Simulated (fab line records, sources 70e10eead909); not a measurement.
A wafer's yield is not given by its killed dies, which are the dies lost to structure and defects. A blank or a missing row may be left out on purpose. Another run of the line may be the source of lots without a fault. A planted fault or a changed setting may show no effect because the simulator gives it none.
The same fault as seen by 3 desks	flow nand-harc	each desk has only its own numbers; what lay behind them comes last

## AT THE TOOL OWNER'S DESK: pecvd-onon-04
The tool's own readings at NHARC_A_ONON_D1_DEP_06 (target thk 1000 nm): means of the sampled wafers that have a number, for each lot that ran on this tool. A lot is out of limits, marked OUT, if its mean lies more than 4 standard deviations from the usual mean; the brackets give that distance.
Columns: A = susceptor-temp-C at NHARC_A_ONON_D1_DEP_06, usual 400.03 C
lot	first seen here	A
L775	day 7 11:41	399.95
L778	day 8 20:08	400.23
L785	day 12 01:54	400.01
L786	day 12 06:14	400.04
L788	day 13 04:23	400.15
L795	day 15 23:35	400.18
L797	day 16 21:47	400.34
This desk found nothing out of limits on any of the 7 lots.

## THE DEFECT DESK
What the inspections along the route counted, lot by lot: means of the sampled wafers that have a number. A lot is out of limits, marked OUT, if its mean lies more than 4 standard deviations from the usual mean; the brackets give that distance.
Columns: A = raw-defect-count at NHARC_P_M2_INSPECT_27, usual 319
lot	first seen here	A
L775	day 6 07:01	239
L778	day 7 13:17	333
L779	day 8 07:05	333
L781	day 9 01:43	355
L782	day 9 04:56	409
L783	day 9 20:11	299
L784	day 10 02:26	248
L785	day 10 22:04	263
L786	day 11 00:35	231
L787	day 11 17:49	258
L788	day 11 23:50	309
L795	day 14 20:26	233
L797	day 15 17:18	419
This desk found nothing out of limits on any of the 13 lots.

## METROLOGY DESK
What the gauges read, lot by lot, whatever tool the lot ran on: means of the sampled wafers that have a number. A lot is out of limits, marked OUT, if its mean lies more than 4 standard deviations from the usual mean; the brackets give that distance.
Columns: A = cd-nm at NHARC_A_ZERO_WELL_CD_MEAS_10, usual 2001.1 nm; B = thk-nm at NHARC_A_ONON_D1_THK_MEAS_08, usual 998 nm
lot	first seen here	A	B
L775	day 6 12:57	1999.6	1011
L778	day 7 19:02	2000.7	988
L779	day 8 13:22	1999.6	1030
L781	day 9 07:44	1999.8	970
L782	day 9 10:46	1998.8	997
L783	day 10 01:54	2000.6	989
L784	day 10 08:21	2002.9	996
L785	day 11 03:53	2000.1	979
L786	day 11 06:34	2000.1	1001
L787	day 12 02:14	1999.2	996
L788	day 12 05:38	2003.0	993
L795	day 15 02:17	2001.2	1819 (+63) OUT
L797	day 15 23:04	2001.1	1813 (+63) OUT
This desk's finding: out of limits on L795, L797; first on L795, day 16 00:02 (thk-nm at NHARC_A_ONON_D1_THK_MEAS_08). Within limits: L775, L778, L779, L781, L782, L783, L784, L785, L786, L787, L788.

## ALL TOGETHER
Metrology desk: alarm possible at day 16 00:02 on L795, L797.
Nothing out of limits was seen by the tool owner's desk.
No out-of-limits result turned up at the defect desk.
Tool owner's desk: L795, L797 on record, inside its limits.
The defect desk has L795, L797 on record, within its limits.
Of the lots named, all ran NHARC_A_ONON_D1_DEP_06 on pecvd-onon-04.

## WHAT THE SIMULATOR PUT IN
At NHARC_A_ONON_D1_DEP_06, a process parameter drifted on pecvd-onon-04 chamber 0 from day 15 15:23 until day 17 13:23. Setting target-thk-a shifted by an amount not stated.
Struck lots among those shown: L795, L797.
Per desk, hours elapsed from the start of the fault to the first reading out of limits: for the metrology desk, 9.
